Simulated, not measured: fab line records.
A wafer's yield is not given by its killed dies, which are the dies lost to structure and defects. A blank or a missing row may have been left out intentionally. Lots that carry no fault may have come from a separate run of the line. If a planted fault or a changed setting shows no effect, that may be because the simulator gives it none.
A lot that was struck, set against a sound lot	flow nand_harc	18 out of 1159 route steps
Sound: the wafers L874.2, L874.4, L874.6. The struck wafers were L866.2, L866.3, L866.5. The cause is given at the end.
Per side, at each step with rows, come the tool, then ch with its chambers, and then its first start. Under that, the readings that differ: sound wafers	struck wafers	difference of the means	sigmas: that difference in standard deviations of wafers without a fault.
alike: same words and numbers on both sides, and readings whose means sit less than 2 such deviations apart. not compared: any withheld reading, any reading some wafer has no value for, any bound like >300 that may hide the same value, and any number with overlapping values for which the record gives no deviation.
Wherever a step has rows on one side only, a row that says differs or no value, or a row with sigmas, the two part there. Non-overlapping numbers with no deviation appear without sigmas and do not part them. A reading missing from all wafers of one side parts the sides only when that side holds two or more wafers.

first, 2 steps without rows for these wafers: NHARC_P_BONDPAD_HARDBAKE_10 (time 65 s); NHARC_P_BONDPAD_DESCUM_11 (chemistry O2, time 3 s).
NHARC_P_BONDPAD_ETCH_37: etches the open film in N2/H2, target depth 60 nm, overetch 18 nm, time 65.91 s.
  sound on rie_diel-01 ch 1,3, day 9 15:50; struck on rie_diel-03 ch 0,3, day 7 18:22
  alike: chamber_pressure_mTorr, drypump_motor_current_A, n2_flow_sccm, oes_product_au, rf_vpp_V, showerhead_plenum_p_Torr, throttle_valve_pct
  not compared: rf_hours_counter_h
NHARC_P_BONDPAD_ETCH_12: etches the open film in CHF3/O2, target depth 200 nm, time 100 s.
  sound: rie_diel-01 ch 0,1,2; struck: rie_diel-03 ch 1,3
  alike: chamber_pressure_mTorr, drypump_motor_current_A, oes_product_au, rf_vpp_V, showerhead_plenum_p_Torr, throttle_valve_pct
  not compared: rf_hours_counter_h
NHARC_P_BONDPAD_CD_MEAS_13:
  sound on cd_sem-01 at day 9 16:04; struck on cd_sem-03 at day 7 18:37
  alike: cd_nm
then, 5 steps without rows for these wafers: NHARC_P_BONDPAD_STRIP_15 (strips in O2); NHARC_P_BONDPAD_ETCH_24 (etches the open film in CF4/N2, target depth 30 nm, time 72.99 s); NHARC_P_BONDPAD_STRIP_16 (strips in post etch residue remover, time 600 s); NHARC_P_BONDPAD_DEGAS_25 (time 60 s); NHARC_P_BONDPAD_PRE_CLEAN_26 (time 30 s).
NHARC_P_BONDPAD_PVD_17: deposits TaN, target thk 5 nm, time 8.06 s.
  sound on pvd_sputter-01; struck on pvd_sputter-02
  alike: throttle_valve_pct
NHARC_P_BONDPAD_PVD_27: deposits Cu, target thk 30 nm, time 20.49 s.
  sound on pvd_sputter-01; struck on pvd_sputter-02
  alike: throttle_valve_pct
NHARC_P_BONDPAD_ECD_18: material Cu, target thk 400 nm.
  sound on ecd_cu-02 ch 0,1, day 9 17:04; struck on ecd_cu-01 ch 1, day 7 19:40
  no value came back on the struck wafers for bath_heat_duty_pct (%), bath_temp_c (C); on the sound wafers bath_heat_duty_pct (%) reads 5.7 6.5 7.1
NHARC_P_BONDPAD_ANNEAL_28: time 90 s.
  sound on rtp_anneal-02 ch 0, day 9 17:29; struck on rtp_anneal-02 ch 0, day 7 20:05
  alike: wafer_temp_C_max
then, 1 step without rows for these wafers: NHARC_P_BONDPAD_CMP_19 (polishes, t overpolish 30 s, cu recess touch 16 s, target thk 160.81 nm).
NHARC_P_BONDPAD_THK_MEAS_20: measures by xrf.
  sound on film_metro-02 at day 9 18:07; struck on film_metro-01 at day 7 20:43
reading	sound	struck	difference	sigmas
thk_nm (nm)	160.2 160.4 160.0	29.5 31.0 30.8	-129.8	-72
then, 1 step without rows for these wafers: NHARC_P_BONDPAD_SRD_21 (time 30 s, dry time 20 s).
-- jump in the record: it breaks off in module P_BONDPAD and resumes in module END (first step shown: number 1159 of the route), and 12 days separate the struck wafers' starts before and after --
NHARC_END_SORT_01:
  sound on prober-02 ch 0, day 22 09:12; struck on prober-02 ch 0, day 20 07:55
reading	sound	struck	difference	sigmas
defect_limited_yield (%)	94.8 95.6 95.3	0 0 0	-95	-68
killed_at_periphery	2 2 3	661 649 657	+653	+99 or more
killed_dies	35 30 32	677 677 677	+645	+70
killed_open	4 2 1	5 12 2	+4	+2
sort_bin_2_pct (%)	1.6 1.3 2.1	97.8 96.2 97.5	+95.5	+99 or more
sort_n_pass	642 647 645	0 0 0	-645	-70
sort_rim_yield_pct (%)	97.2 97.2 99.1	0 0 0	-98	-47
sort_yield_pct (%)	94.8 95.6 95.3	0 0 0	-95	-68
  alike: killed_at_array, killed_at_other, killed_short, sort_bin_3_pct, sort_bin_4_pct

== WHERE THEY PART ==
At NHARC_P_BONDPAD_ECD_18 first; at NHARC_END_SORT_01 last (within this record only).

WHY: the cause the simulator had injected
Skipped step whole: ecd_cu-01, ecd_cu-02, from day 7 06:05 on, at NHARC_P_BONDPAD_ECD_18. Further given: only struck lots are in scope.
